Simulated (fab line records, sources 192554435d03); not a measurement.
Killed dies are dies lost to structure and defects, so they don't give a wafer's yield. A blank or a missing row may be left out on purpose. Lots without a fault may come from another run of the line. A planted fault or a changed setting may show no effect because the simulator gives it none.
fab line records | flow n5_finfet
record lots=5 wafers=15 last_day=17
route steps=1938 shown ZERO_LAYER@14 WELL_APT@20 BEOL_M4@1111
lots that met no fault: from a run of the same line without faults
start_h: hours from the record's first day to the start of the lot's first wafer shown | wait_h: hours since the lot's step before | " the same as in the row above | L1.1+2: a row that stands for several wafers | - no value, or no start given | * or withheld: withheld | < > ~ a bound
route shown NAME@n: a module of which the file shows steps, and the number in the route of the first | usual: mean/standard deviation of fault-free wafers | same: alike in all rows | chamber/n: place in a boat | sites: the reading at each site | _std_site: their standard deviation | _edge_site: outer sites' mean less inner sites' | radius_mm: how far each site lies from the wafer's centre | mask NAME#n: copy n | behind: the tool/chamber that last shaped the wafer | hold: why the lot was held/for how many hours/how that ended | device: the transistor (n, p or np) that didn't switch | end of line: the same wafers' tests at the end of the route | a step without rows: its recipe alone | killed: dies lost to structure and defects at the first sort, not the wafer's yield | map: a wafer's dies, x killed, . not, _ none there
set.NAME: the setting as run; set.NAME@STEP: as run at that earlier step | model.NAME: the simulator's own value behind a step, which no gauge read
lots at some steps of the route; a table a step, a row a wafer
services: from which hour (start_h, from the record's first day; less than 0 if before it) a tool's chamber was out of use, for how many hours, and why
## steps
# step N5_ZERO_LAYER_DESCUM_16
# recipe chemistry=O2 time_s=7.9 source_power_w=50 bias_power_w=20 pressure_mtorr=20 rf_frequency_hz=2.712e+07 temp_c=40 o2_flow_sccm=225
# step N5_ZERO_LAYER_ETCH_17
# recipe chemistry=CF4 target=SiO2 target_depth_a=120 time_s=13.3 ion_energy_ev=350 pressure_mtorr=40 source_w=450 bias_w=215 Ar_flow_sccm=100 cf4_flow_sccm=100
# step N5_ZERO_LAYER_ETCH_18
# recipe chemistry=HBr/Cl2 target=Si target_depth_a=1200 time_s=40 pressure_mtorr=10 icp_w=800 bias_w=75 HBr_flow_sccm=150 Cl2_flow_sccm=80
# step N5_ZERO_LAYER_STRIP_24
# recipe chemistry=O2 power_w=1000 temp_c=250 overash_fraction=0.3 pressure_mtorr=1000 o2_flow_sccm=6750
# step N5_ZERO_LAYER_STRIP_19
# recipe chemistry=SPM time_s=900 temp_c=130 h2so4_h2o2_vol_ratio=4 dry=ipa_marangoni
# step N5_WELL_APT_HMDS_01
# recipe time_s=60 temp_c=120
# step N5_WELL_APT_COAT_02
# recipe spin_rpm=1357 resist_thk_nm=950
# step N5_WELL_APT_EBR_04
# recipe solvent=PGMEA ebr_width_mm=1.5
# step N5_WELL_APT_SOFTBAKE_03
# recipe temp_c=130 time_s=60
# step N5_WELL_APT_EXPOSE_05
# recipe mask_id=NWELL na=0.8 source_shape=conventional sigma_outer=0.8 polarization=unpolarized defocus_nm=0 target_cd_nm=200 dose_mj=20.3
# step N5_WELL_APT_PEB_06
# recipe peb_temp_c=130 peb_time_s=90
# usual heater_power_total_W=172.4/0.85
# columns lot.wafer tool chamber start_h wait_h heater_power_total_W
L155.1 litho_track-05 0 91.90 0.1 171.4
L155.2 " 0 " " 172.7
L155.4 " 0 " " 171.3
L158.3 litho_track-05 0 109.70 0.0 178.5
L158.5 " 0 " " 179.9
L158.6 " 0 " " 178.1
L160.3 litho_track-01 0 121.62 0.0 172.8
L160.4 " 0 " " 171.2
L160.5 " 0 " " 173.1
L161.2 litho_track-05 0 127.94 0.0 179.0
L161.4 " 0 " " 180.9
L161.5 " 0 " " 179.5
L162.2 litho_track-05 0 133.75 0.0 179.2
L162.5 " 0 " " 180.5
L162.6 " 0 " " 179.3
# step N5_WELL_APT_DEVELOP_07
# recipe develop_time_s=45 rinse_liquid=surfactant_rinse dry=air_spin dev_temp_c=21
# step N5_WELL_APT_HARDBAKE_12
# recipe temp_c=130 time_s=120
# step N5_WELL_APT_DESCUM_13
# recipe chemistry=O2 time_s=7.9 source_power_w=50 bias_power_w=20 pressure_mtorr=20 rf_frequency_hz=2.712e+07 temp_c=40 o2_flow_sccm=225
# usual drypump_motor_current_A=5.7/0.38 oes_product_au=0.76/0.1 rf_vpp_V=243.0/1.1 showerhead_plenum_p_Torr=2.08/0.054 throttle_valve_pct=20.43/0.27
# columns lot.wafer tool chamber start_h wait_h drypump_motor_current_A oes_product_au rf_hours_counter_h rf_vpp_V showerhead_plenum_p_Torr throttle_valve_pct model.WELL_APT.cd_nm
L155.1 rie_diel-01 0 92.11 0.0 5.2 0.66 241 241.1 2.06 20.66 200.6
L155.2 " 1 " " 5.5 0.72 191 244.1 2.09 20.89 199.2
L155.4 " 3 " " 6.4 0.69 243 242.9 2.06 20.47 199.6
L158.3 rie_diel-06 0 109.90 0.0 5.3 0.88 28 245.0 2.23 20.32 198.5
L158.5 " 3 " " 6.2 0.70 - 240.0 1.99 20.48 198
L158.6 " 2 " " 5.7 0.67 - 243.6 2.05 20.56 -
L160.3 rie_diel-01 2 122.21 0.4 5.8 0.90 29 242.6 2.06 20.02 198.6
L160.4 " 1 " " 5.5 0.70 - 242.8 2.09 20.90 200.2
L160.5 " 2 " " 5.7 0.91 - 242.2 2.06 20.01 198.3
L161.2 rie_diel-06 1 128.20 0.1 5.6 0.74 162 244.3 2.09 20.27 198.4
L161.4 " 3 " " 6.2 0.69 - 241.3 1.99 20.50 197.2
L161.5 " 0 " " 5.3 0.86 - 243.3 2.23 20.32 197.5
L162.2 rie_diel-06 1 134.15 0.2 5.6 0.74 164 243.0 2.09 20.27 197.3
L162.5 " 1 " " 5.6 0.74 - 242.7 2.09 20.28 197.7
L162.6 " 2 " " 5.7 0.98 - 241.6 2.04 20.15 198.5
# step N5_WELL_APT_IMPLANT_14
# recipe species=P energy_kev=160 dose_cm2=1.5e+13 tilt_deg=0 rotation_deg=0
# step N5_BEOL_M4_RC_MEAS_101
# usual DIBL_N=36.1/1.3 DIBL_P=36.1/1.7 IOFF_N=0.154/0.022 IOFF_P=0.201/0.024 ION_N=675/8.9 ION_P=462/5.9 SS_N=71.5/0.49 SS_P=73.3/0.58 VT_N=250.0/2.7 VT_P=-251.3/2.7
# columns lot.wafer tool chamber start_h wait_h DIBL_N[mV/V] DIBL_P[mV/V] IOFF_N[nA/um] IOFF_P[nA/um] ION_N[uA/um] ION_P[uA/um] SS_N[mV/dec] SS_P[mV/dec] VT_N[mV] VT_P[mV]
L155.1 prober-01 0 256.29 0.0 35.1 35.0 0.157 0.187 680 456 71.3 73.0 247.9 -253.6
L155.2 " 0 " " 33.0 32.6 0.118 0.159 668 460 70.3 72.2 255.4 -255.8
L155.4 " 0 " " 34.9 34.5 0.144 0.178 672 455 71.4 73.2 250.3 -252.6
L158.3 prober-01 0 263.21 0.3 37.4 39.3 0.179 0.223 669 462 72.0 74.1 250.0 -251.3
L158.5 " 0 " " 37.8 39.5 0.182 0.234 672 458 72.1 73.9 249.1 -248.8
L158.6 " 0 " " 37.1 38.9 0.172 0.217 679 462 71.7 73.5 251.0 -253.8
L160.3 prober-02 0 285.03 0.3 39.7 40.7 0.211 0.239 682 457 72.7 73.8 248.6 -251.5
L160.4 " 0 " " 35.6 35.6 0.132 0.168 666 454 71.4 73.0 256.1 -257.8
L160.5 " 0 " " 36.4 36.8 0.145 0.187 666 455 71.5 73.2 252.7 -253.4
L161.2 prober-01 0 289.66 0.2 35.2 35.1 0.146 0.190 680 466 71.9 72.8 250.5 -249.6
L161.4 " 0 " " 36.0 36.3 0.148 0.196 670 463 72.3 72.7 251.4 -250.8
L161.5 " 0 " " 33.6 32.6 0.116 0.158 660 457 71.6 71.7 255.8 -252.9
L162.2 prober-02 0 293.39 0.2 37.9 37.6 0.178 0.213 681 469 72.2 75.4 248.2 -253.5
L162.5 " 0 " " 38.3 37.9 0.198 0.227 680 464 71.4 74.3 246.3 -250.5
L162.6 " 0 " " 37.7 37.8 0.175 0.215 687 464 71.9 74.3 247.6 -253.0
## services
# columns tool chamber start_h hours kind
rie_diel-06 2 112.37 4.9 repair
rie_diel-01 3 112.40 - clean
rie_diel-01 3 112.40 - consumable_replace:focus_ring
rie_diel-01 3 112.40 41.4 scheduled_down
rie_diel-01 3 112.40 41.4 vent_cycle
rie_diel-06 2 117.46 - clean
rie_diel-06 2 117.46 - consumable_replace:focus_ring
rie_diel-06 2 117.46 14.7 scheduled_down
rie_diel-06 2 117.46 14.7 vent_cycle
rie_diel-01 0 119.86 2.2 repair
## key
first_sign step=N5_WELL_APT_PEB_06 reading=heater_power_total_W direction=up sigmas=8.2 usual=* struck=*
effect none on later readings
model_effect step=N5_WELL_APT_DESCUM_13 value=WELL_APT.cd_nm without=200.5 struck=197.9
met_at N5_WELL_APT_PEB_06
struck_wafers L158.3,L158.5,L158.6,L161.2,L161.4,L161.5,L162.2,L162.5,L162.6
loop_trim step=N5_WELL_APT_EXPOSE_05 setting=dose lots=L162
onset_between 91.90 109.70
fault kind=process_parameter_drift tool=litho_track-05 chamber=- onset_h=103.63 steps=N5_WELL_APT_PEB_06 channel=peb_time_s offset=* shape=step end_h=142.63 acts_in=* stated=*
# loop_trim: a control loop set the setting to another value than it would have without faults
